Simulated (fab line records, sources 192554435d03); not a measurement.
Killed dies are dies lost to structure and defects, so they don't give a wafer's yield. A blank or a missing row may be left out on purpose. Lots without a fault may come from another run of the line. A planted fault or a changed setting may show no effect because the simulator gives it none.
fab line records | flow n5_finfet
record lots=6 wafers=18 last_day=16
route steps=1938 shown MOL_CONTACT_COAG@574 BEOL_M4@1111 PASSIVATION@1936
lots that met no fault: from a run of the same line without faults
start_h: hours from the record's first day to the start of the lot's first wafer shown | wait_h: hours since the lot's step before | " the same as in the row above | L1.1+2: a row that stands for several wafers | - no value, or no start given | * or withheld: withheld | < > ~ a bound
route shown NAME@n: a module of which the file shows steps, and the number in the route of the first | usual: mean/standard deviation of fault-free wafers | same: alike in all rows | chamber/n: place in a boat | sites: the reading at each site | _std_site: their standard deviation | _edge_site: outer sites' mean less inner sites' | radius_mm: how far each site lies from the wafer's centre | mask NAME#n: copy n | behind: the tool/chamber that last shaped the wafer | hold: why the lot was held/for how many hours/how that ended | device: the transistor (n, p or np) that didn't switch | end of line: the same wafers' tests at the end of the route | a step without rows: its recipe alone | killed: dies lost to structure and defects at the first sort, not the wafer's yield | map: a wafer's dies, x killed, . not, _ none there
set.NAME: the setting as run; set.NAME@STEP: as run at that earlier step | model.NAME: the simulator's own value behind a step, which no gauge read
lots at some steps of the route; a table a step, a row a wafer
services: from which hour (start_h, from the record's first day; less than 0 if before it) a tool's chamber was out of use, for how many hours, and why
## steps
# step N5_MOL_CONTACT_COAG_OVL_MEAS_85
# recipe points_per_wafer=522
# usual VG_OVL=0.0/0.63
# same points_per_wafer=522
# columns lot.wafer tool chamber start_h wait_h VG_OVL[nm]
L537.3 overlay-02 0 116.34 0.0 -0.8
L537.5 " 0 " " 0.1
L537.6 " 0 " " -1.5
L540.1 overlay-02 0 133.79 0.0 -0.4
L540.4 " 0 " " 0.8
L540.5 " 0 " " -0.7
L541.2 overlay-01 0 142.65 0.0 -0.4
L541.4 " 0 " " -0.3
L541.5 " 0 " " -0.5
L542.2 overlay-02 0 147.92 0.0 -0.6
L542.4 " 0 " " -1.5
L542.5 " 0 " " -1.3
L543.1 overlay-02 0 152.71 0.0 0.5
L543.2 " 0 " " 0.8
L543.5 " 0 " " -0.2
L554.1 overlay-02 0 217.54 0.0 1.3
L554.2 " 0 " " 0.9
L554.3 " 0 " " 0.2
# step N5_MOL_CONTACT_COAG_INSPECT_57
# recipe mode=adi inspect_instrument=brightfield
# usual raw_defect_count=219/62
# columns lot.wafer tool chamber start_h wait_h raw_defect_count
L537.3 defect_inspect-01 - 116.39 0.0 308
L537.5 " - " " 238
L537.6 " - " " 339
L540.1 defect_inspect-01 - 133.85 0.1 302
L540.4 " - " " 228
L540.5 " - " " 248
L541.2 defect_inspect-02 - 142.70 0.0 176
L541.4 " - " " 140
L541.5 " - " " 149
L542.2 defect_inspect-01 - 147.97 0.0 214
L542.4 " - " " 308
L542.5 " - " " 303
L543.1 defect_inspect-02 - 152.77 0.1 204
L543.2 " - " " 235
L543.5 " - " " 180
L554.1 defect_inspect-02 - 217.61 0.1 204
L554.2 " - " " 146
L554.3 " - " " 128
# step N5_MOL_CONTACT_COAG_DESCUM_88
# recipe chemistry=O2 time_s=7 source_power_w=50 bias_power_w=20 pressure_mtorr=20 rf_frequency_hz=2.712e+07 temp_c=40 resist=CAR-EUV o2_flow_sccm=225
# usual bias_power_w=20.01/0.06 drypump_motor_current_A=5.8/0.38 oes_product_au=0.81/0.11 rf_vpp_V=243.2/1.4 showerhead_plenum_p_Torr=2.09/0.076 throttle_valve_pct=20.40/0.3
# columns lot.wafer tool chamber start_h wait_h bias_power_w drypump_motor_current_A oes_product_au rf_hours_counter_h rf_vpp_V showerhead_plenum_p_Torr throttle_valve_pct
L537.3 rie_diel-04 1 116.42 0.0 20.05 6.4 0.95 11 245.3 2.24 20.60
L537.5 " 0 " " 20.09 5.7 0.68 - 242.3 2.05 20.75
L537.6 " 1 " " 20.04 6.4 0.95 - 246.2 2.24 20.58
L540.1 rie_diel-04 1 133.88 0.0 20.04 6.4 0.92 19 245.2 2.24 20.60
L540.4 " 0 " " 20.03 5.7 1.03 0 243.9 2.05 20.46
L540.5 " 0 " " 20.01 5.6 1.02 - 241.8 2.05 20.46
L541.2 rie_diel-04 1 142.74 0.0 20.03 6.4 0.93 22 244.6 2.24 20.64
L541.4 " 3 " " 20.02 6.0 0.71 212 244.4 2.16 20.79
L541.5 " 1 " " 20.08 6.4 0.92 - 246.3 2.24 20.61
L542.2 rie_diel-05 2 148.01 0.0 20.01 5.2 0.79 100 242.4 2.03 20.07
L542.4 " 3 " " 20.04 5.6 0.72 186 243.4 2.16 20.53
L542.5 " 3 " " 20.15 5.6 0.72 - 245.0 2.16 20.53
L543.1 rie_diel-04 1 152.80 0.0 19.97 6.4 0.90 25 245.1 2.24 20.62
L543.2 " 0 " " 20.06 5.7 0.97 6 243.9 2.05 20.46
L543.5 " 3 " " 20.05 6.0 0.70 - 243.9 2.16 20.81
L554.1 rie_diel-04 2 217.64 0.0 20.06 5.9 0.97 5 245.8 2.26 20.06
L554.2 " 0 " " 19.93 5.6 0.93 21 242.2 2.04 20.49
L554.3 " 3 " " 19.98 5.9 0.69 241 244.0 2.15 20.82
# step N5_MOL_CONTACT_COAG_ETCH_89
# recipe chemistry=N2/H2 target=underlayer target_depth_a=130 mask_material=CAR-EUV time_s=10.4 ion_energy_ev=200 pressure_mtorr=30 source_w=840 bias_w=150 n2_flow_sccm=200 h2_flow_sccm=200 ends=cleared
# step N5_MOL_CONTACT_COAG_ETCH_90
# recipe chemistry=CF4 target=SiARC target_depth_a=130 mask_material=CAR-EUV time_s=21.7 ion_energy_ev=80 pressure_mtorr=40 source_w=545 bias_w=36 Ar_flow_sccm=100 cf4_flow_sccm=100 ends=cleared
# usual bias_w=35.99/0.099 drypump_motor_current_A=5.8/0.38 etch_rf_on_time_s=21.7/0.54 oes_product_au=0.69/0.092 rf_vpp_V=184.0/1.2 showerhead_plenum_p_Torr=2.14/0.071 throttle_valve_pct=15.58/0.25
# columns lot.wafer tool chamber start_h wait_h bias_w drypump_motor_current_A etch_rf_on_time_s oes_product_au rf_hours_counter_h rf_vpp_V showerhead_plenum_p_Torr throttle_valve_pct
L537.3 rie_diel-04 1 116.48 0.0 35.97 6.4 21.5 0.81 11 186.6 2.27 15.58
L537.5 " 0 " " 35.96 5.7 21.8 0.58 - 184.2 2.11 16.08
L537.6 " 1 " " 36.04 6.4 21.3 0.81 - 184.0 2.27 15.59
L540.1 rie_diel-04 1 133.94 0.0 36.00 6.4 21.5 0.79 19 187.1 2.26 15.61
L540.4 " 0 " " 35.96 5.6 21.3 0.87 0 183.8 2.11 15.58
L540.5 " 0 " " 35.89 5.6 21.1 0.87 - 182.8 2.11 15.60
L541.2 rie_diel-04 1 142.80 0.0 35.88 6.4 21.2 0.79 22 185.3 2.26 15.60
L541.4 " 3 " " 35.80 6.0 21.8 0.60 212 184.7 2.20 15.93
L541.5 " 1 " " 35.83 6.4 21.2 0.79 - 185.3 2.26 15.61
L542.2 rie_diel-05 2 148.07 0.0 36.07 5.2 22.3 0.68 100 182.6 2.08 15.27
L542.4 " 3 " " 35.96 5.6 21.5 0.62 186 186.0 2.21 15.79
L542.5 " 3 " " 36.07 5.7 21.4 0.63 - 185.7 2.21 15.79
L543.1 rie_diel-04 1 152.86 0.0 35.95 6.4 21.7 0.77 25 185.5 2.26 15.60
L543.2 " 0 " " 35.98 5.7 21.5 0.83 6 183.8 2.11 15.60
L543.5 " 3 " " 35.94 6.0 22.0 0.60 - 186.4 2.20 15.94
L554.1 rie_diel-04 2 217.70 0.0 35.98 5.9 21.2 0.84 5 185.8 2.28 15.13
L554.2 " 0 " " 36.10 5.7 21.1 0.80 21 183.5 2.11 15.65
L554.3 " 3 " " 35.99 6.0 21.9 0.59 241 185.1 2.19 15.99
# step N5_MOL_CONTACT_COAG_ALD_131
# recipe material=SiO2 target_thk_a=50 temp_c=100 ald_precursor_family=BDEAS ald_co_reactant=O2-plasma pulse_time_s=1 co_reactant_pulse_time_s=1 purge_time_s=2 co_reactant_purge_time_s=2 ald_cycles=35 pressure_torr=2
# usual heater_power_w=79/7.6 precursor_pulse_height_rel=1.001/0.017 susceptor_temp_C=100.01/0.14
# columns lot.wafer tool chamber start_h wait_h heater_power_w precursor_pulse_height_rel susceptor_temp_C
L537.3 ald_sin-01 2 116.56 0.1 77 0.992 100.18
L537.5 " 2 " " 76 1.002 100.35
L537.6 " 1 " " 83 0.984 100.10
L540.1 ald_sin-02 0 134.02 0.1 80 0.981 99.87
L540.4 " 1 " " 86 0.977 100.02
L540.5 " 3 " " 84 1.005 99.89
L541.2 ald_sin-01 3 142.88 0.1 85 0.947 99.97
L541.4 " 2 " " 76 0.994 99.92
L541.5 " 3 " " 84 0.990 100.22
L542.2 ald_sin-02 3 148.15 0.1 83 1.006 100.03
L542.4 " 2 " " 80 0.999 100.05
L542.5 " 3 " " 81 1.004 99.92
L543.1 ald_sin-01 1 152.94 0.1 84 0.998 99.77
L543.2 " 2 " " 74 0.994 99.93
L543.5 " 0 " " 72 1.012 100.09
L554.1 ald_sin-02 2 217.78 0.1 79 1.015 100.01
L554.2 " 1 " " 85 1.008 100.04
L554.3 " 0 " " 82 0.988 99.90
# step N5_MOL_CONTACT_COAG_ETCHBACK_132
# recipe chemistry=CHF3 target=SiO2 target_depth_a=100 time_s=6.7 ion_energy_ev=200 pressure_mtorr=30 source_w=610 bias_w=170 Ar_flow_sccm=200 CHF3_flow_sccm=50
# usual drypump_motor_current_A=5.8/0.39 oes_ar_750_au=0.80/0.099 oes_product_au=0.80/0.1 rf_vpp_V=526/11 showerhead_plenum_p_Torr=2.39/0.08 throttle_valve_pct=18.71/0.25
# columns lot.wafer tool chamber start_h wait_h drypump_motor_current_A oes_ar_750_au oes_product_au rf_hours_counter_h rf_vpp_V showerhead_plenum_p_Torr throttle_valve_pct
L537.3 rie_diel-04 3 116.73 0.1 6.0 0.71 0.72 201 521 2.46 19.07
L537.5 " 2 " " 5.9 0.68 0.68 - 522 2.28 18.70
L537.6 " 3 " " 6.0 0.70 0.72 - 520 2.46 19.07
L540.1 rie_diel-04 1 134.20 0.1 6.4 0.92 0.92 19 536 2.52 18.76
L540.4 " 2 " " 5.9 0.68 0.67 231 521 2.27 18.72
L540.5 " 3 " " 5.9 0.70 0.70 - 521 2.46 19.08
L541.2 rie_diel-03 1 143.06 0.1 5.1 0.73 0.73 209 530 2.36 18.74
L541.4 " 2 " " 6.6 0.84 0.87 38 537 2.34 18.53
L541.5 " 3 " " 6.3 0.73 0.71 - 498 2.35 18.81
L542.2 rie_diel-04 2 148.33 0.1 5.9 0.67 0.67 236 521 2.27 18.72
L542.4 " 1 " " 6.4 0.91 0.91 24 534 2.52 18.79
L542.5 " 3 " " 6.0 0.70 0.71 - 520 2.46 19.09
L543.1 rie_diel-04 0 153.12 0.1 5.6 0.96 0.97 6 533 2.34 18.78
L543.2 " 1 " " 6.4 0.90 0.91 26 535 2.52 18.77
L543.5 " 3 " " 6.0 0.69 0.70 - 519 2.45 19.10
L554.1 rie_diel-05 1 217.96 0.1 5.8 0.88 0.88 34 516 2.33 18.70
L554.2 " 3 " " 5.6 0.72 0.71 211 541 2.43 18.78
L554.3 " 0 " " 5.5 0.84 0.85 65 538 2.43 18.34
# step N5_MOL_CONTACT_COAG_ETCH_91
# recipe chemistry=N2/H2 target=SOC target_depth_a=600 overetch_a=210 mask_material=SiARC temp_c=40 time_s=101.2 ion_energy_ev=200 pressure_mtorr=30 source_w=840 bias_w=150 n2_flow_sccm=200 h2_flow_sccm=200
# step N5_MOL_CONTACT_COAG_STRIP_92
# recipe chemistry=N2/H2 temp_c=40 n2_flow_sccm=200 h2_flow_sccm=200 rf_frequency_hz=6e+07
# step N5_MOL_CONTACT_COAG_STRIP_93
# recipe chemistry=N2/H2 temp_c=40 n2_flow_sccm=200 h2_flow_sccm=200 rf_frequency_hz=6e+07
# step N5_MOL_CONTACT_COAG_ETCHBACK_135
# recipe chemistry=CHF3 target=SiO2 target_depth_a=250 time_s=16.7 ion_energy_ev=200 pressure_mtorr=30 source_w=610 bias_w=170 Ar_flow_sccm=200 CHF3_flow_sccm=50
# step N5_MOL_CONTACT_COAG_STRIP_118
# recipe chemistry=CHF3 resist=SiARC rf_frequency_hz=6e+07
# step N5_MOL_CONTACT_COAG_VIA_ETCH_46
# recipe chemistry=C4F6/O2 target_depth_a=460 overetch_a=92 mask_material=SOC target=SiO2 bias_w=455 pressure_mtorr=10 time_s=40 source_w=325 Ar_flow_sccm=300 C4F6_flow_sccm=10 O2_flow_sccm=10 ion_energy_ev=575.3 ends=end_point
# usual bias_w=455.0/1.4 drypump_motor_current_A=5.9/0.39 oes_ar_750_au=0.80/0.099 oes_product_au=0.72/0.09 rf_vpp_V=1591/31 showerhead_plenum_p_Torr=2.85/0.095 throttle_valve_pct=40.9/0.42
# columns lot.wafer tool chamber start_h wait_h bias_w drypump_motor_current_A oes_ar_750_au oes_product_au rf_hours_counter_h rf_vpp_V showerhead_plenum_p_Torr throttle_valve_pct
L537.3 rie_diel-04 3 116.89 0.0 454.1 5.9 0.71 0.64 201 1577 2.93 41.6
L537.5 " 2 " " 454.6 5.9 0.69 0.61 - 1578 2.71 40.8
L537.6 " 3 " " 455.2 6.0 0.71 0.64 - 1576 2.93 41.6
L540.1 rie_diel-04 1 134.36 0.0 455.2 6.4 0.91 0.81 19 1618 3.00 40.9
L540.4 " 2 " " 454.0 5.9 0.68 0.61 231 1576 2.71 40.8
L540.5 " 3 " " 452.9 6.0 0.70 0.63 - 1576 2.93 41.6
L541.2 rie_diel-03 1 143.21 0.0 457.6 5.1 0.73 0.64 209 1607 2.82 40.7
L541.4 " 2 " " 455.9 6.6 0.84 0.77 38 1621 2.79 41.2
L541.5 " 3 " " 456.1 6.3 0.72 0.64 - 1511 2.81 41.1
L542.2 rie_diel-04 2 148.48 0.0 457.7 5.9 0.68 0.61 236 1577 2.71 40.8
L542.4 " 1 " " 455.2 6.4 0.91 0.82 24 1617 3.00 41.0
L542.5 " 3 " " 513.5 6.0 0.71 0.64 - 1724 2.93 41.6
L543.1 rie_diel-04 0 153.27 0.0 455.5 5.7 0.96 0.87 6 1613 2.79 41.4
L543.2 " 1 " " 457.0 6.4 0.90 0.81 26 1617 3.00 40.9
L543.5 " 3 " " 515.1 5.9 0.70 0.65 - 1725 2.93 41.6
L554.1 rie_diel-05 1 218.11 0.0 453.5 5.8 0.87 0.81 34 1561 2.78 40.4
L554.2 " 3 " " 453.2 5.6 0.72 0.64 211 1639 2.90 40.3
L554.3 " 0 " " 454.0 5.5 0.84 0.75 65 1623 2.91 40.8
# step N5_MOL_CONTACT_COAG_STRIP_96
# recipe chemistry=N2/H2 power_w=500 temp_c=40 pressure_mtorr=50 rf_frequency_hz=6e+07 overash_fraction=0.3 bias_power_w=28 h2_frac=0.5 n2_flow_sccm=300 h2_flow_sccm=300
# usual bias_power_w=28.00/0.085 drypump_motor_current_A=5.9/0.39 oes_product_au=0.80/0.1 rf_vpp_V=121.9/1.3 showerhead_plenum_p_Torr=3.36/0.12 throttle_valve_pct=18.8/0.33
# columns lot.wafer tool chamber start_h wait_h bias_power_w drypump_motor_current_A oes_product_au rf_hours_counter_h rf_vpp_V showerhead_plenum_p_Torr throttle_valve_pct
L537.3 rie_diel-04 3 116.96 0.0 27.96 6.0 0.72 201 122.0 3.46 19.2
L537.5 " 2 " " 27.93 5.9 0.69 - 121.8 3.19 18.6
L537.6 " 3 " " 28.12 6.0 0.72 - 119.7 3.46 19.3
L540.1 rie_diel-04 1 134.42 0.0 28.03 6.4 0.92 19 123.1 3.58 19.1
L540.4 " 2 " " 27.96 5.9 0.68 231 119.3 3.19 18.7
L540.5 " 3 " " 28.00 5.9 0.72 - 121.9 3.46 19.2
L541.2 rie_diel-03 1 143.28 0.0 27.97 5.1 0.72 209 121.9 3.31 18.6
L541.4 " 2 " " 27.98 6.6 0.88 38 121.0 3.29 19.0
L541.5 " 3 " " 28.05 6.3 0.71 - 120.2 3.32 19.1
L542.2 rie_diel-04 2 148.55 0.0 27.92 6.0 0.67 236 121.9 3.18 18.7
L542.4 " 1 " " 27.95 6.4 0.90 24 123.0 3.58 19.2
L542.5 " 3 " " 28.21 6.0 0.71 - 122.6 3.45 19.3
L543.1 rie_diel-04 0 153.34 0.0 28.14 5.7 0.98 6 121.4 3.28 18.9
L543.2 " 1 " " 28.10 6.4 0.90 26 121.2 3.57 19.2
L543.5 " 3 " " 27.92 6.0 0.71 - 120.8 3.45 19.3
L554.1 rie_diel-05 1 218.18 0.0 27.98 5.8 0.89 34 121.8 3.28 18.6
L554.2 " 3 " " 27.89 5.6 0.70 211 121.3 3.46 18.7
L554.3 " 0 " " 27.99 5.5 0.84 65 122.1 3.40 18.4
# step N5_BEOL_M4_RC_MEAS_101
# usual DIBL_N=36.3/1.7 DIBL_P=36.3/2.2 IOFF_N=0.16/0.034 IOFF_P=0.21/0.038 ION_N=673/13 ION_P=461/8.3 SS_N=71.5/0.55 SS_P=73.3/0.67 VT_N=250/3.4 VT_P=-251/3.5
# columns lot.wafer tool chamber start_h wait_h DIBL_N[mV/V] DIBL_P[mV/V] IOFF_N[nA/um] IOFF_P[nA/um] ION_N[uA/um] ION_P[uA/um] SS_N[mV/dec] SS_P[mV/dec] VT_N[mV] VT_P[mV]
L537.3 prober-02 0 187.61 0.3 35.7 36.5 0.15 0.20 675 463 70.7 73.2 250 -252
L537.5 " 0 " " 35.7 34.9 0.14 0.18 673 462 71.3 72.5 252 -252
L537.6 " 0 " " 33.9 34.5 0.12 0.17 672 458 70.6 72.3 251 -255
L540.1 prober-02 0 208.12 0.0 35.3 35.3 0.16 0.21 665 453 71.7 73.1 246 -251
L540.4 " 0 " " 35.6 35.9 0.16 0.21 671 459 71.9 73.3 248 -249
L540.5 " 0 " " 35.9 36.0 0.17 0.21 669 453 71.9 73.9 248 -253
L542.2 prober-01 0 210.74 0.2 35.1 36.1 0.12 0.19 662 461 72.3 73.7 257 -251
L542.4 " 0 " " 39.4 40.4 0.19 0.25 649 452 72.5 74.2 250 -247
L542.5 " 0 " " 36.2 37.3 0.13 0.21 639 450 72.4 73.1 254 -249
L541.2 prober-02 0 211.30 0.2 35.7 35.2 0.17 0.20 668 454 71.6 73.0 246 -249
L541.4 " 0 " " 39.1 39.4 0.24 0.28 683 470 72.6 74.1 242 -246
L541.5 " 0 " " 36.0 35.3 0.16 0.20 663 451 71.6 72.8 251 -250
L543.1 prober-01 0 213.31 0.0 36.6 36.1 0.16 0.25 689 476 71.6 73.4 252 -247
L543.2 " 0 " " 37.3 36.6 0.18 0.24 680 474 72.1 73.7 245 -247
L543.5 " 0 " " 36.4 35.5 0.16 0.24 687 476 72.0 73.6 247 -245
L554.1 prober-02 0 286.97 0.0 35.2 35.1 0.14 0.19 681 464 71.0 73.0 250 -250
L554.2 " 0 " " 35.6 34.8 0.13 0.18 671 465 71.0 72.8 253 -251
L554.3 " 0 " " 35.6 35.1 0.14 0.19 672 463 71.4 72.5 253 -249
# step N5_PASSIVATION_PROBE_49
# usual defect_limited_yield=91.4/1.6 killed_at_M0_to_M3=34/10 killed_at_M4_up=12/4.8 killed_at_contacts=11/6.2 killed_at_front_end=39/13 killed_at_other=4/3.1 killed_dies=101/19 killed_on_rim=13/4.1 killed_open=67/14 killed_short=32/8.3 sort_bin_5_function=5.0/1 sort_bin_6_memory=3.2/0.76 sort_n_pass=1079/19 sort_yield_pct=91.4/1.6
# same gross_dies=1180 killed_at_back_side=0 sort_bin_4_leakage[%]=0 sort_bin_8_speed[%]=0
# columns lot.wafer tool chamber start_h wait_h defect_limited_yield[%] killed_at_M0_to_M3 killed_at_M4_up killed_at_contacts killed_at_front_end killed_at_other killed_dies killed_on_rim killed_open killed_short sort_bin_5_function[%] sort_bin_6_memory[%] sort_n_pass sort_yield_pct[%]
L537.3 prober-01 - 292.39 0.1 92.8 43 7 11 20 4 85 12 58 24 4.3 2.8 1095 92.8
L537.5 prober-01 - 292.49 0.2 91.8 29 22 7 35 4 97 9 53 43 4.4 3.3 1083 91.8
L537.6 prober-01 - 292.54 0.3 91.4 32 13 22 32 3 102 15 63 35 5.7 2.5 1078 91.4
L540.1 prober-02 - 305.28 0.0 91.3 31 12 13 40 7 103 17 64 38 5.2 2.9 1077 91.3
L540.4 prober-02 - 305.43 0.2 87.0 47 7 15 78 6 153 26 102 51 7.3 5.0 1027 87.0
L540.5 prober-02 - 305.48 0.2 90.8 28 15 12 49 5 109 12 70 34 5.5 3.4 1071 90.8
L541.2 prober-01 - 311.31 0.1 91.4 51 7 2 26 15 101 18 62 39 5.5 2.5 1079 91.4
L541.4 prober-01 - 311.41 0.2 88.8 53 23 7 40 9 132 18 78 52 6.9 3.8 1048 88.8
L541.5 prober-01 - 311.46 0.2 92.1 42 10 7 29 5 93 16 46 47 4.1 3.2 1087 92.1
L543.1 prober-02 - 318.97 0.0 93.5 32 6 7 25 7 77 10 59 18 4.2 2.3 1103 93.5
L543.2 prober-02 - 319.02 0.1 93.6 26 7 3 32 8 76 7 58 18 3.6 2.7 1104 93.6
L543.5 prober-02 - 319.17 0.2 92.1 45 7 11 24 6 93 16 59 34 4.2 3.3 1087 92.1
L542.2 prober-01 - 320.99 0.1 91.7 45 6 17 27 3 98 11 71 26 5.7 2.5 1082 91.7
L542.4 prober-01 - 321.09 0.2 90.5 50 11 22 27 2 112 13 74 37 5.8 3.4 1068 90.5
L542.5 prober-01 - 321.14 0.2 94.1 15 5 19 26 5 70 8 52 17 3.1 2.5 1110 94.1
L554.1 prober-02 - 392.36 0.0 92.8 26 9 14 33 3 85 10 60 23 4.3 2.4 1095 92.8
L554.2 prober-02 - 392.41 0.1 91.1 17 18 16 49 5 105 15 74 29 5.3 3.4 1075 91.1
L554.3 prober-02 - 392.46 0.1 91.0 16 25 19 39 7 106 14 80 24 5.4 3.3 1074 91.0
# killed by level:class
L537.3 BEOL_M2:geometric_particle:open=13 BEOL_M1:geometric_particle:open=10 MOL_CONTACT_COAG:geometric_particle:open=8 BEOL_M0_SAQP:geometric_particle:open=6 BEOL_M0_SAQP:geometric_particle:short=4 BEOL_M3:geometric_particle:open=4 STI_FIN_REVEAL:geometric_particle:open=3 MOL_CONTACT_COAG:geometric_particle:short=3
L537.5 FIN_SAQP:geometric_particle:short=15 BEOL_M1:geometric_particle:open=9 BEOL_M0_SAQP:geometric_particle:short=9 MOL_CONTACT_COAG:geometric_particle:open=7 BEOL_M4:geometric_particle:open=7 BEOL_M0_SAQP:geometric_particle:open=5 STI_FIN_REVEAL:geometric_particle:open=4 FIN_SAQP:geometric_particle:open=3
L537.6 MOL_CONTACT_COAG:geometric_particle:open=17 BEOL_M0_SAQP:geometric_particle:short=10 BEOL_M4:geometric_particle:open=9 BEOL_M0_SAQP:geometric_particle:open=8 STI_FIN_REVEAL:geometric_particle:open=7 FIN_SAQP:geometric_particle:short=5 MOL_CONTACT_COAG:geometric_particle:short=5 BEOL_M3:geometric_particle:open=5
L540.1 STI_FIN_REVEAL:geometric_particle:open=13 BEOL_M0_SAQP:geometric_particle:short=12 MOL_CONTACT_COAG:geometric_particle:open=11 FIN_SAQP:geometric_particle:open=8 BEOL_M0_SAQP:geometric_particle:open=8 STI_FIN_REVEAL:geometric_particle:short=6 BEOL_M1:geometric_particle:short=5 ILD0:geometric_particle:open=4
L540.4 STI_FIN_REVEAL:geometric_particle:open=40 BEOL_M0_SAQP:geometric_particle:short=16 MOL_CONTACT_COAG:geometric_particle:open=13 BEOL_M0_SAQP:geometric_particle:open=12 FIN_SAQP:geometric_particle:short=8 FIN_SAQP:geometric_particle:open=8 STI_FIN_REVEAL:geometric_particle:short=6 BEOL_M0:geometric_particle:open=5
L540.5 STI_FIN_REVEAL:geometric_particle:open=13 MOL_CONTACT_COAG:geometric_particle:open=9 BEOL_M0_SAQP:geometric_particle:open=7 FIN_SAQP:geometric_particle:short=6 FIN_SAQP:geometric_particle:open=5 STI_FIN_REVEAL:geometric_particle:short=5 BEOL_M0_SAQP:geometric_particle:short=5 BEOL_M4:geometric_particle:open=5
L541.2 BEOL_M0_SAQP:geometric_particle:open=18 BEOL_M0_SAQP:geometric_particle:short=14 BEOL_M2:geometric_particle:open=8 FIN_SAQP:geometric_particle:short=5 BEOL_M4:geometric_particle:open=5 STI_FIN_REVEAL:geometric_particle:open=4 DUMMY_GATE:geometric_particle:open=4 GATE_CUT:geometric_particle:short=4
L541.4 BEOL_M0_SAQP:geometric_particle:short=20 BEOL_M0_SAQP:geometric_particle:open=18 BEOL_M4:geometric_particle:open=12 STI_FIN_REVEAL:geometric_particle:open=10 BEOL_M2:geometric_particle:open=8 FIN_SAQP:geometric_particle:short=6 MOL_CONTACT_COAG:geometric_particle:open=6 FIN_SAQP:geometric_particle:open=5
L541.5 BEOL_M0_SAQP:geometric_particle:short=16 BEOL_M0_SAQP:geometric_particle:open=11 STARTING-WAFER:geometric_particle:short=7 GATE_CUT:geometric_particle:short=6 MOL_CONTACT_COAG:geometric_particle:open=6 BEOL_M2:geometric_particle:open=6 FIN_SAQP:geometric_particle:short=5 DUMMY_GATE:geometric_particle:open=4
L543.1 BEOL_M2:geometric_particle:open=7 MOL_CONTACT_COAG:geometric_particle:open=6 BEOL_M3:geometric_particle:open=6 STI_FIN_REVEAL:geometric_particle:open=5 BEOL_M0:geometric_particle:open=5 GATE_CUT:geometric_particle:open=4 STARTING-WAFER:geometric_particle:open=4 ILD0:geometric_particle:open=3
L543.2 STI_FIN_REVEAL:geometric_particle:open=8 BEOL_M1:geometric_particle:open=7 PAD_METAL:geometric_particle:open=7 FIN_SAQP:geometric_particle:open=5 BEOL_M1:geometric_particle:short=5 BEOL_M3:geometric_particle:open=5 BEOL_M0_SAQP:geometric_particle:open=3 MOL_CONTACT_COAG:geometric_particle:open=3
L543.5 BEOL_M0:geometric_particle:open=8 BEOL_M1:geometric_particle:open=8 MOL_CONTACT_COAG:geometric_particle:open=7 BEOL_M1:geometric_particle:short=6 BEOL_M2:geometric_particle:open=6 BEOL_M3:geometric_particle:open=5 FIN_SAQP:geometric_particle:short=4 MOL_CONTACT_COAG:geometric_particle:short=4
L542.2 MOL_CONTACT_COAG:geometric_particle:open=13 BEOL_M0_SAQP:geometric_particle:open=10 BEOL_M3:geometric_particle:open=8 FIN_SAQP:geometric_particle:open=7 STI_FIN_REVEAL:geometric_particle:open=6 BEOL_M0:geometric_particle:open=6 BEOL_M1:geometric_particle:open=6 BEOL_M0_SAQP:geometric_particle:short=5
L542.4 MOL_CONTACT_COAG:geometric_particle:open=16 BEOL_M3:geometric_particle:open=12 BEOL_M2:geometric_particle:open=9 BEOL_M1:geometric_particle:open=8 MOL_CONTACT_COAG:geometric_particle:short=6 BEOL_M0_SAQP:geometric_particle:short=6 BEOL_M0_SAQP:geometric_particle:open=5 GATE_CUT:geometric_particle:short=4
L542.5 MOL_CONTACT_COAG:geometric_particle:open=17 DUMMY_GATE:geometric_particle:open=6 FIN_SAQP:geometric_particle:short=5 BEOL_M0:geometric_particle:open=4 DUMMY_GATE:geometric_particle:short=3 GATE_CUT:geometric_particle:open=3 BEOL_M0_SAQP:geometric_particle:open=3 BEOL_M2:geometric_particle:open=3
L554.1 MOL_CONTACT_COAG:geometric_particle:open=11 BEOL_M2:geometric_particle:open=10 FIN_SAQP:geometric_particle:short=9 STI_FIN_REVEAL:geometric_particle:open=9 FIN_SAQP:geometric_particle:open=8 BEOL_M0_SAQP:geometric_particle:open=5 BEOL_M0:geometric_particle:open=4 MOL_CONTACT_COAG:geometric_particle:short=3
L554.2 MOL_CONTACT_COAG:geometric_particle:open=15 STI_FIN_REVEAL:geometric_particle:open=14 FIN_SAQP:geometric_particle:open=13 FIN_SAQP:geometric_particle:short=5 GATE_CUT:geometric_particle:short=5 GATE_CUT:geometric_particle:open=4 BEOL_M0_SAQP:geometric_particle:open=4 BEOL_M1:geometric_particle:open=4
L554.3 MOL_CONTACT_COAG:geometric_particle:open=18 BEOL_M4:geometric_particle:open=15 STI_FIN_REVEAL:geometric_particle:open=13 BEOL_M1:geometric_particle:open=8 FIN_SAQP:geometric_particle:open=7 FIN_SAQP:geometric_particle:short=5 STARTING-WAFER:geometric_particle:open=4 GATE_CUT:geometric_particle:short=3
## services
# columns tool chamber start_h hours kind
rie_diel-04 0 96.43 3.4 repair
ald_sin-01 0 99.45 - clean
ald_sin-01 1 99.45 - clean
ald_sin-01 2 99.45 - clean
ald_sin-01 3 99.45 - clean
rie_diel-05 1 106.79 - clean
rie_diel-05 1 106.79 - consumable_replace:focus_ring
rie_diel-05 1 106.79 17.9 scheduled_down
rie_diel-05 1 106.79 17.9 vent_cycle
rie_diel-04 0 118.61 - clean
rie_diel-04 0 118.61 - consumable_replace:focus_ring
rie_diel-04 0 118.61 15.0 scheduled_down
rie_diel-04 0 118.61 15.0 vent_cycle
rie_diel-03 0 151.36 2.6 repair
ald_sin-01 3 154.64 3.3 repair
rie_diel-04 3 172.52 3.1 repair
rie_diel-04 2 184.78 - clean
rie_diel-04 2 184.78 - consumable_replace:focus_ring
rie_diel-04 2 184.78 - consumable_replace:showerhead
rie_diel-04 2 184.78 21.2 scheduled_down
rie_diel-04 2 184.78 21.2 vent_cycle
ald_sin-01 2 217.35 1.6 repair
## key
first_sign step=N5_MOL_CONTACT_COAG_VIA_ETCH_46 reading=bias_w direction=up sigmas=44 usual=* struck=*
effect step=N5_MOL_CONTACT_COAG_VIA_ETCH_46 reading=rf_vpp_V direction=up sigmas=4.2 usual=1591 struck=1725
met_at N5_MOL_CONTACT_COAG_VIA_ETCH_46
struck_wafers L542.5,L543.5
onset_between 134.36 148.48
fault kind=process_parameter_drift tool=rie_diel-04 chamber=3 onset_h=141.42 steps=N5_MOL_CONTACT_COAG_VIA_ETCH_46 channel=bias_w offset=* shape=step end_h=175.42 acts_in=* stated=*
